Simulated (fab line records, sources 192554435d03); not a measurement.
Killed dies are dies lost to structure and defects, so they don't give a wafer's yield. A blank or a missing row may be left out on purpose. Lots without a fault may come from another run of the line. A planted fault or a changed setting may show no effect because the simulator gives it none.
fab line records | flow n5_finfet
record lots=5 wafers=15 last_day=18
route steps=1938 shown BEOL_M15@1807 PASSIVATION@1936
lots that met no fault: from a run of the same line without faults
start_h: hours from the record's first day to the start of the lot's first wafer shown | wait_h: hours since the lot's step before | " the same as in the row above | L1.1+2: a row that stands for several wafers | - no value, or no start given | * or withheld: withheld | < > ~ a bound
route shown NAME@n: a module of which the file shows steps, and the number in the route of the first | usual: mean/standard deviation of fault-free wafers | same: alike in all rows | chamber/n: place in a boat | sites: the reading at each site | _std_site: their standard deviation | _edge_site: outer sites' mean less inner sites' | radius_mm: how far each site lies from the wafer's centre | mask NAME#n: copy n | behind: the tool/chamber that last shaped the wafer | hold: why the lot was held/for how many hours/how that ended | device: the transistor (n, p or np) that didn't switch | end of line: the same wafers' tests at the end of the route | a step without rows: its recipe alone | killed: dies lost to structure and defects at the first sort, not the wafer's yield | map: a wafer's dies, x killed, . not, _ none there
set.NAME: the setting as run; set.NAME@STEP: as run at that earlier step | model.NAME: the simulator's own value behind a step, which no gauge read
lots at some steps of the route; a table a step, a row a wafer
services: from which hour (start_h, from the record's first day; less than 0 if before it) a tool's chamber was out of use, for how many hours, and why
## steps
# step N5_BEOL_M15_DESCUM_33
# recipe chemistry=O2 time_s=7.9 source_power_w=50 bias_power_w=20 pressure_mtorr=20 rf_frequency_hz=2.712e+07 temp_c=40 o2_flow_sccm=225
# usual drypump_motor_current_A=5.9/0.46 o2_flow_sccm=224.9/0.55 oes_product_au=0.78/0.093 rf_vpp_V=243.0/1.7 showerhead_plenum_p_Torr=2.07/0.088 throttle_valve_pct=20.4/0.32
# columns lot.wafer tool chamber start_h wait_h drypump_motor_current_A o2_flow_sccm oes_product_au rf_hours_counter_h rf_vpp_V showerhead_plenum_p_Torr throttle_valve_pct
L176.2 rie_diel-06 2 277.01 0.2 5.7 224.5 0.95 14 241.9 2.05 20.6
L176.3 " 0 " " 6.5 224.0 0.72 214 240.8 1.99 20.2
L176.5 " 0 " " 6.5 225.2 0.73 - 241.0 1.99 20.2
L177.4 rie_diel-03 3 297.21 0.0 5.8 225.3 0.76 147 241.7 1.98 19.9
L177.5 " 0 " " 5.7 224.5 0.72 - 246.3 2.17 20.9
L177.6 " 1 " " 6.8 224.3 0.66 - 242.0 1.99 20.9
L179.1 rie_diel-06 1 299.01 0.0 6.5 224.7 0.84 68 245.2 2.18 20.2
L179.4 " 2 " " 5.6 224.4 0.94 20 242.9 2.04 20.6
L179.5 " 1 " " 6.5 224.9 0.83 - 244.7 2.18 20.2
L191.4 rie_diel-01 0 381.67 0.0 5.5 225.0 0.90 22 242.2 2.06 20.4
L191.5 " 3 " " 5.4 224.6 0.72 - 242.9 2.07 20.8
L191.6 " 2 " " 5.4 225.0 0.68 - 244.2 2.17 20.8
L193.1 rie_diel-03 2 391.93 0.0 6.2 225.3 0.95 9 243.6 2.11 20.1
L193.4 " 0 " " 5.7 225.2 0.70 222 245.1 2.16 20.9
L193.6 " 0 " " 5.7 225.6 0.70 - 244.5 2.16 21.0
# step N5_BEOL_M15_ETCH_61
# recipe chemistry=N2/H2 target=BARC target_depth_a=890 overetch_a=267 time_s=67.9 ion_energy_ev=200 pressure_mtorr=30 source_w=840 bias_w=150 n2_flow_sccm=200 h2_flow_sccm=200
# step N5_BEOL_M15_TRENCH_ETCH_34
# recipe chemistry=C4F8/O2/Ar target=SiO2 target_depth_a=8729.3 he_inner_torr=15 he_outer_torr=30 time_s=199 ion_energy_ev=800 pressure_mtorr=20 source_w=1905 bias_w=2040 Ar_flow_sccm=400 C4F8_flow_sccm=16 O2_flow_sccm=12
# step N5_BEOL_M15_STRIP_36
# recipe chemistry=O2 power_w=600 temp_c=60 pressure_mtorr=30 rf_frequency_hz=6e+07 bias_power_w=0 overash_fraction=0.3 o2_flow_sccm=225
# usual drypump_motor_current_A=5.9/0.45 o2_flow_sccm=225.0/0.76 oes_product_au=0.77/0.091 rf_vpp_V=3.4/0.95 showerhead_plenum_p_Torr=2.07/0.088 throttle_valve_pct=16.73/0.29
# columns lot.wafer tool chamber start_h wait_h drypump_motor_current_A o2_flow_sccm oes_product_au rf_hours_counter_h rf_vpp_V showerhead_plenum_p_Torr throttle_valve_pct
L176.2 rie_diel-01 3 278.28 1.0 5.4 225.8 0.75 166 3.5 2.09 17.01
L176.3 " 1 " " 5.5 225.6 0.89 28 3.1 2.11 16.52
L176.5 " 2 " " 5.4 223.2 0.71 - 3.1 2.19 17.00
L177.4 rie_diel-03 2 297.54 0.0 6.2 224.6 0.66 237 2.2 2.12 16.78
L177.5 " 1 " " 6.8 227.0 0.66 - 4.2 1.99 17.11
L177.6 " 0 " " 5.8 224.3 0.73 - 4.5 2.17 17.13
L179.1 rie_diel-06 1 299.84 0.6 6.5 225.4 0.85 68 2.5 2.19 16.49
L179.4 " 3 " " 5.9 225.1 0.74 162 4.2 1.92 16.39
L179.5 " 3 " " 5.9 223.6 0.76 - 3.2 1.91 16.37
L191.4 rie_diel-06 0 383.24 1.3 6.5 224.2 0.71 - 5.2 1.98 16.56
L191.5 " 1 " " 6.5 224.5 0.81 - 2.9 2.18 16.56
L191.6 " 3 " " 5.9 225.4 0.72 - 4.3 1.91 16.43
L193.1 rie_diel-06 1 400.35 8.1 6.5 225.7 0.80 102 2.2 2.17 16.56
L193.4 " 3 " " 5.9 226.4 0.73 - 3.4 1.90 16.45
L193.6 " 2 " " 5.7 225.1 0.90 - 2.6 2.04 16.87
# step N5_BEOL_M15_STRIP_62
# recipe chemistry=O2 power_w=600 temp_c=60 pressure_mtorr=30 rf_frequency_hz=6e+07 bias_power_w=0 overash_fraction=0.3 o2_flow_sccm=225
# step N5_BEOL_M15_STRIP_37
# recipe chemistry=O2 power_w=600 temp_c=60 pressure_mtorr=30 rf_frequency_hz=6e+07 bias_power_w=0 overash_fraction=0.3 o2_flow_sccm=225
# usual drypump_motor_current_A=5.9/0.45 o2_flow_sccm=225.1/0.64 oes_product_au=0.77/0.091 rf_vpp_V=3.6/0.58 showerhead_plenum_p_Torr=2.07/0.088 throttle_valve_pct=16.73/0.29
# columns lot.wafer tool chamber start_h wait_h drypump_motor_current_A o2_flow_sccm oes_product_au rf_hours_counter_h rf_vpp_V showerhead_plenum_p_Torr throttle_valve_pct
L176.2 rie_diel-01 3 - - 5.4 225.2 0.74 166 2.9 2.09 17.00
L176.3 " 1 " " 5.5 224.7 0.89 28 3.4 2.11 16.51
L176.5 " 2 " " 5.4 224.8 0.70 - 4.3 2.19 16.99
L177.4 rie_diel-03 2 - - 6.2 224.7 0.68 237 2.8 2.12 16.77
L177.5 " 1 " " 6.8 226.2 0.66 - 2.8 1.99 17.10
L177.6 " 0 " " 5.7 223.3 0.73 - 4.3 2.17 17.11
L179.1 rie_diel-06 1 - - 6.5 225.1 0.83 68 4.5 2.19 16.51
L179.4 " 3 " " 5.9 225.5 0.75 162 3.7 1.92 16.38
L179.5 " 3 " " 5.9 225.2 0.75 - 3.6 1.91 16.39
L191.4 rie_diel-06 0 - - 6.5 225.7 0.71 - 3.8 1.98 16.53
L191.5 " 1 " " 6.5 224.1 0.81 - 3.2 2.18 16.55
L191.6 " 3 " " 5.9 224.9 0.73 - 3.7 1.91 16.43
L193.1 rie_diel-06 1 - - 6.5 225.9 0.80 102 4.3 2.17 16.56
L193.4 " 3 " " 5.9 225.0 0.72 - 3.3 1.90 16.46
L193.6 " 2 " " 5.6 226.0 0.89 - 3.9 2.04 16.86
# step N5_BEOL_M15_ETCH_38
# recipe chemistry=CF4/N2 target=SiCN target_depth_a=1064 taper_deg=2 time_s=120.5 ion_energy_ev=150 mask_material=SiO2 pressure_mtorr=40 source_w=430 bias_w=70 Ar_flow_sccm=100 cf4_flow_sccm=60 n2_flow_sccm=60
# step N5_BEOL_M15_PRECLEAN_39
# recipe chemistry=residue_remover time_s=60 temp_c=40
# step N5_BEOL_M15_SRD_40
# recipe time_s=30 temp_c=23 rinse_liquid=diw dry=n2_spin spin_rpm=1500 dry_time_s=30
# step N5_BEOL_M15_DEGAS_41
# recipe ambient=vacuum temp_c=300 time_s=60
# usual heater_power_w=474/41
# columns lot.wafer tool chamber start_h wait_h heater_power_w
L176.2 pvd_sputter-03 - 279.05 0.5 483
L176.3 " - " " 496
L176.5 " - " " 486
L177.4 pvd_sputter-02 - 297.88 0.0 525
L177.5 " - " " 525
L177.6 " - " " 523
L179.1 pvd_sputter-02 - 300.38 0.2 533
L179.4 " - " " 513
L179.5 " - " " 516
L191.4 pvd_sputter-02 - 383.71 0.2 512
L191.5 " - " " 530
L191.6 " - " " 467
L193.1 pvd_sputter-01 - 400.70 0.0 426
L193.4 " - " " 461
L193.6 " - " " 428
# step N5_BEOL_M15_PRE_CLEAN_42
# recipe gas=H2/He time_s=30 temp_c=300
# step N5_BEOL_M15_SPUTTER_43
# recipe material=TaN target_thk_a=150 temp_c=50 bias_v=168.6 power_w=15000 chamber_pressure_pa=0.12 time_s=24.19
# usual throttle_valve_pct=30.6/1.1
# columns lot.wafer tool chamber start_h wait_h throttle_valve_pct model.TaN_of_BEOL_M15_SPUTTER_43.thk_nm
L176.2 pvd_sputter-03 - 279.13 0.0 31.6 14.6
L176.3 " - " " 31.3 14.8
L176.5 " - " " 31.3 14.8
L177.4 pvd_sputter-02 - 297.96 0.0 29.0 15
L177.5 " - " " 30.2 15.2
L177.6 " - " " 29.0 15.2
L179.1 pvd_sputter-02 - 300.46 0.0 30.2 15
L179.4 " - " " 29.3 14.8
L179.5 " - " " 28.8 15
L191.4 pvd_sputter-02 - 383.79 0.0 29.2 15
L191.5 " - " " 30.2 11.2
L191.6 " - " " 30.7 15
L193.1 pvd_sputter-01 - 400.78 0.0 28.9 14.8
L193.4 " - " " 28.6 15
L193.6 " - " " 28.9 14.8
# step N5_BEOL_M15_SPUTTER_44
# recipe material=Ta target_thk_a=150 temp_c=50 bias_v=80 power_w=15000 chamber_pressure_pa=0.07 time_s=24.19
# step N5_BEOL_M15_SPUTTER_45
# recipe material=Cu target_thk_a=1000 temp_c=-20 bias_v=60 power_w=26000 chamber_pressure_pa=0.13 time_s=16.67
# usual throttle_valve_pct=30.6/1.1
# columns lot.wafer tool chamber start_h wait_h throttle_valve_pct
L176.2 pvd_sputter-03 - 279.29 0.0 31.3
L176.3 " - " " 31.2
L176.5 " - " " 31.2
L177.4 pvd_sputter-02 - 298.12 0.0 28.9
L177.5 " - " " 30.2
L177.6 " - " " 29.2
L179.1 pvd_sputter-02 - 300.62 0.0 30.1
L179.4 " - " " 29.0
L179.5 " - " " 29.0
L191.4 pvd_sputter-02 - 383.95 0.0 28.9
L191.5 " - " " 30.3
L191.6 " - " " 30.7
L193.1 pvd_sputter-01 - 400.94 0.0 28.9
L193.4 " - " " 28.7
L193.6 " - " " 28.9
# step N5_BEOL_M15_ECD_47
# recipe material=Cu target_thk_a=18600
# step N5_BEOL_M15_ANNEAL_48
# recipe temp_c=225 time_s=90 ambient=N2
# step N5_BEOL_M15_CMP_49
# recipe stop_on=SiO2 t_overpolish_s=4.9 down_force_psi=2 platen_rpm=80 clearing_platen_down_force_psi=2 clearing_platen_rpm=80 post_cmp_clean=cu_alkaline target_thk_nm=850 clearing_platen_pad_velocity_m_s=1.5917 pad_velocity_m_s=1.5917
# usual barrier_field_endpoint_s=11.4/0.37 edge_zone_pressure_frac=1.000/0.0048 motor_current_A=8.0/0.89 retaining_ring_pressure_frac=1.000/0.0049
# columns lot.wafer tool chamber start_h wait_h barrier_field_endpoint_s edge_zone_pressure_frac motor_current_A retaining_ring_pressure_frac
L176.3 cmp-04 2 280.43 0.3 11.2 1.001 7.7 1.001
L176.2 " 1 " " 11.1 0.996 7.5 1.007
L176.5 " 3 " " 10.4 0.995 8.0 1.000
L177.4 cmp-04 3 298.83 0.2 11.0 1.003 7.9 1.000
L177.6 " 2 " " 11.8 0.997 8.2 1.010
L177.5 " 3 " " 10.9 1.005 7.7 0.990
L179.4 cmp-04 0 301.31 0.2 11.5 1.006 8.6 1.000
L179.1 " 1 " " 11.4 1.007 7.7 0.995
L179.5 " 3 " " 11.3 1.000 7.9 0.997
L191.4 cmp-04 3 384.61 0.1 10.8 0.990 7.3 0.998
L191.6 " 3 " " 10.7 0.994 8.0 1.001
L191.5 " 0 " " 9.9 0.995 8.6 0.996
L193.4 cmp-03 1 402.07 0.2 11.7 1.014 8.7 0.998
L193.1 " 2 " " 11.5 1.007 10.3 0.994
L193.6 " 3 " " 11.6 1.005 7.7 1.005
# step N5_BEOL_M15_THK_MEAS_50
# recipe thk_meas_gauge=xrf reads=Cu_of_BEOL_M15_ECD_47
# usual M15_THK=833/19
# columns lot.wafer tool chamber start_h wait_h M15_THK[nm]
L176.2 film_metro-01 - 280.73 - 858
L176.3 " - " " 839
L176.5 " - " " 835
L177.4 film_metro-02 - 299.08 - 843
L177.5 " - " " 817
L177.6 " - " " 813
L179.1 film_metro-02 - 301.57 - 821
L179.4 " - " " 872
L179.5 " - " " 826
L191.4 film_metro-01 - 384.90 - 830
L191.5 " - " " 827
L191.6 " - " " 797
L193.1 film_metro-02 - 402.29 - 842
L193.4 " - " " 813
L193.6 " - " " 809
# step N5_PASSIVATION_PROBE_49
# usual defect_limited_yield=91.2/1.6 killed_at_M0_to_M3=34/11 killed_at_M4_up=13/5.2 killed_at_contacts=13/6.3 killed_at_front_end=40/14 killed_at_other=3.2/2.4 killed_dies=104/19 killed_open=69/14 killed_short=32/7.5 sort_bin_5_function=5.3/1.1 sort_bin_6_memory=3.2/0.73 sort_bin_8_speed=0.01/0.038 sort_n_pass=1076/19 sort_yield_pct=91.2/1.6
# same gross_dies=1180 killed_at_back_side=0 sort_bin_4_leakage[%]=0
# columns lot.wafer tool chamber start_h wait_h defect_limited_yield[%] killed_at_M0_to_M3 killed_at_M4_up killed_at_contacts killed_at_front_end killed_at_other killed_dies killed_open killed_short sort_bin_5_function[%] sort_bin_6_memory[%] sort_bin_8_speed[%] sort_n_pass sort_yield_pct[%]
L179.1 prober-02 - 315.59 0.0 92.5 38 5 6 36 3 88 62 24 3.9 3.1 0 1092 92.5
L179.4 prober-02 - 315.74 0.2 89.8 45 18 11 37 9 120 74 45 6.6 3.2 0 1060 89.8
L179.5 prober-02 - 315.79 0.2 92.0 25 8 16 42 3 94 63 30 5.5 2.3 0 1086 92.0
# killed by level:class
L179.1 BEOL_M2:geometric_particle:open=16 FIN_SAQP:geometric_particle:open=12 BEOL_M3:geometric_particle:open=9 FIN_SAQP:geometric_particle:short=6 MOL_CONTACT_COAG:geometric_particle:open=5 STI_FIN_REVEAL:geometric_particle:open=4 BEOL_M0_SAQP:geometric_particle:short=4 BEOL_M1:geometric_particle:open=4
L179.4 BEOL_M4:geometric_particle:open=12 MOL_CONTACT_COAG:geometric_particle:open=10 BEOL_M0_SAQP:geometric_particle:short=10 FIN_SAQP:geometric_particle:short=9 BEOL_M2:geometric_particle:open=9 STI_FIN_REVEAL:geometric_particle:open=8 BEOL_M0:geometric_particle:open=6 BEOL_M0_SAQP:geometric_particle:open=5
L179.5 MOL_CONTACT_COAG:geometric_particle:open=12 DUMMY_GATE:geometric_particle:open=8 BEOL_M2:geometric_particle:open=7 FIN_SAQP:geometric_particle:open=5 ILD0:geometric_particle:open=5 STI_FIN_REVEAL:geometric_particle:open=4 MOL_CONTACT_COAG:geometric_particle:short=4 BEOL_M0_SAQP:geometric_particle:short=4
## services
# columns tool chamber start_h hours kind
cmp-04 - 254.72 11.9 pm
cmp-03 - 273.50 26.7 repair
rie_diel-01 1 293.98 4.3 repair
rie_diel-03 - 297.78 2.8 pm
cmp-04 - 301.98 4.0 pm
cmp-03 - 302.15 15.6 pm
cmp-04 - 305.98 - consumable_replace:conditioner
cmp-04 - 305.98 - consumable_replace:pad
cmp-03 - 326.82 6.2 pm
rie_diel-01 - 333.66 2.8 pm
rie_diel-03 2 348.96 - clean
rie_diel-03 2 348.96 - consumable_replace:focus_ring
cmp-03 - 354.59 0.9 repair
cmp-04 - 358.00 2.3 repair
rie_diel-06 2 371.77 13.6 repair
cmp-03 - 377.29 1.1 repair
rie_diel-01 1 388.45 10.8 repair
rie_diel-06 0 391.23 - clean
rie_diel-06 0 391.23 - consumable_replace:focus_ring
rie_diel-06 0 391.23 - consumable_replace:showerhead
rie_diel-06 0 391.23 16.9 scheduled_down
rie_diel-06 0 391.23 16.9 vent_cycle
pvd_sputter-03 - 394.19 6.1 repair
pvd_sputter-01 - 401.18 5.6 repair
## key
first_sign step=N5_BEOL_M15_CMP_49 reading=barrier_field_endpoint_s direction=down sigmas=4 usual=11.4 struck=9.9
effect none on later readings
model_effect step=N5_BEOL_M15_SPUTTER_43 value=TaN_of_BEOL_M15_SPUTTER_43.thk_nm without=15.2 struck=11.2
met_at N5_BEOL_M15_SPUTTER_43
struck_wafers L191.5
onset_between 300.46 383.79
fault kind=process_parameter_drift tool=pvd_sputter-02 chamber=- onset_h=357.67 steps=N5_BEOL_M15_SPUTTER_43 channel=time_s offset=* shape=step end_h=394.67 scope=struck_wafers_only acts_in=* stated=*
